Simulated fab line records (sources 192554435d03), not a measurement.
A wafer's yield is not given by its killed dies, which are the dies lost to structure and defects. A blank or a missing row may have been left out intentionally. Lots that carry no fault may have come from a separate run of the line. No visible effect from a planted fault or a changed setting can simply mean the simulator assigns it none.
Comparing a struck lot with a sound one || flow n5-finfet || 34 steps out of a route of 1938
Sound: these wafers, L893.1, L893.2, L893.6. Wafers struck: L899.3, L899.4, L899.5. The cause is named last.
At each step with rows: each side's tool, then ch and its chambers, then its first start. Under that, the readings that differ: sound wafers || struck wafers || difference of the means || sigmas: that difference in standard deviations of wafers without a fault.
alike: words and numbers the same on both sides, and readings whose means are apart by under 2 such deviations; not compared: readings that were withheld, readings missing a value for some wafer, numbers with overlapping values and no deviation given by the record, and bounds like >300 which may hide the same value.
The two part at a step that has a row with sigmas, a row that says differs or no value, or rows on one side only. When numbers do not overlap yet have no deviation, they are printed without sigmas and do not part them. A reading missing from all wafers of one side parts the sides only when that side holds two or more wafers.

first, 10 steps without rows for these wafers: N5_BEOL_M10_HM_STRIP_39 (strips TiN in peroxide tin strip, target depth 25 nm, time 158 s); N5_BEOL_M10_SRD_40 (time 30 s); N5_BEOL_M10_PRECLEAN_42 (cleans in residue remover, time 60 s); N5_BEOL_M10_SRD_43 (time 30 s); N5_BEOL_M10_CURE_72 (cures SiCOH lowk, time 120 s); N5_BEOL_M10_DEGAS_44 (time 60 s); N5_BEOL_M10_PRE_CLEAN_45 (time 30 s); N5_BEOL_M10_ALD_74 (deposits TaN, target thk 2 nm, pulse time 2 s, purge time 3 s); N5_BEOL_M10_SURFACE_TREAT_76; N5_BEOL_M10_CVD_75 (deposits Co from CCTBA/H2, target thk 2 nm, time 138.9 s).
N5_BEOL_M10_SPUTTER_48: material Cu, target thk 12 nm, time 2 s.
  struck on pvd-sputter-03, day 13 01:10; sound on pvd-sputter-03, day 12 06:38
  alike: cathode-dc-power-W, throttle-valve-pct
then, 22 steps without rows for these wafers: N5_BEOL_M10_ECD_50 (material Cu, target thk 318 nm); N5_BEOL_M10_ANNEAL_51 (time 90 s); N5_BEOL_M10_CMP_52 (polishes, stops on SiCOH lowk, t overpolish 7 s, target thk 140 nm); N5_BEOL_M10_PRE_CLEAN_55 (time 15 s); N5_BEOL_M10_DEP_56 (deposits SiCN from 3MS/NH3, target thk 15 nm, time 26.5 s); N5_BEOL_M11_ILD_DEP_00 (deposits SiCOH lowk from DEMS/porogen, target thk 308.51 nm, time 58 s); N5_BEOL_M11_CURE_71 (cures SiCOH lowk, time 240 s); N5_BEOL_M11_PECVD_70 (deposits SiO2 from TEOS/O2, target thk 20 nm, time 22.7 s); N5_BEOL_M11_HM_DEP_02 (deposits TiN, target thk 20 nm); N5_BEOL_M11_COAT_59 (time 60 s, resist thk 100 nm); N5_BEOL_M11_COAT_60 (time 60 s, resist thk 30 nm); N5_BEOL_M11_COAT_05 (resist thk 90 nm); N5_BEOL_M11_EBR_07; N5_BEOL_M11_SOFTBAKE_06 (time 60 s); N5_BEOL_M11_EXPOSE_08 (exposes mask M11); N5_BEOL_M11_PEB_09 (peb time 60 s); N5_BEOL_M11_DEVELOP_10 (develop time 30 s); N5_BEOL_M11_DESCUM_16 (chemistry O2, time 7.9 s); N5_BEOL_M11_ETCH_61 (etches SiARC in CF4, target depth 39 nm, time 65 s); N5_BEOL_M11_ETCH_62 (etches SOC in N2/H2, target depth 110 nm, overetch 22 nm, time 165 s); N5_BEOL_M11_STRIP_68 (strips in N2/H2); N5_BEOL_M11_STRIP_67 (strips in CF4).
-- record jumps: 2 days separate the struck wafers' starts on either side; left off in module BEOL_M11, taken up again in module PASSIVATION, whose first shown step is the route's number 1936 --
N5_PASSIVATION_PROBE_49:
  struck on prober-02, day 15 09:11; sound on prober-01, day 14 05:02
{"reading": "defect-limited-yield (%)", "sound": "92.8 93.1 91.6", "struck": "82.6 85.4 87.3", "difference": -7.4, "sigmas": -5}
{"reading": "killed_at_M4_up", "sound": "16 10 11", "struck": "102 108 64", "difference": "+79", "sigmas": "+16"}
{"reading": "killed-dies", "sound": "85 81 99", "struck": "205 172 150", "difference": "+87", "sigmas": "+5"}
{"reading": "sort_bin_5_function (%)", "sound": "3.6 3.8 4.3", "struck": "10.4 9.7 8.3", "difference": "+5.6", "sigmas": "+6"}
{"reading": "sort-n-pass", "sound": "1095 1099 1081", "struck": "975 1008 1030", "difference": -87, "sigmas": -5}
{"reading": "sort-yield-pct (%)", "sound": "92.8 93.1 91.6", "struck": "82.6 85.4 87.3", "difference": -7.4, "sigmas": -5}
  alike: killed_at_M0_to_M3, killed-at-contacts, killed-at-front-end, killed-at-other, killed-open, killed-short, sort_bin_6_memory, sort_bin_8_speed

WHERE THEY PART
Within this record, at N5_PASSIVATION_PROBE_49 only.

WHY: what had been put in by the simulator
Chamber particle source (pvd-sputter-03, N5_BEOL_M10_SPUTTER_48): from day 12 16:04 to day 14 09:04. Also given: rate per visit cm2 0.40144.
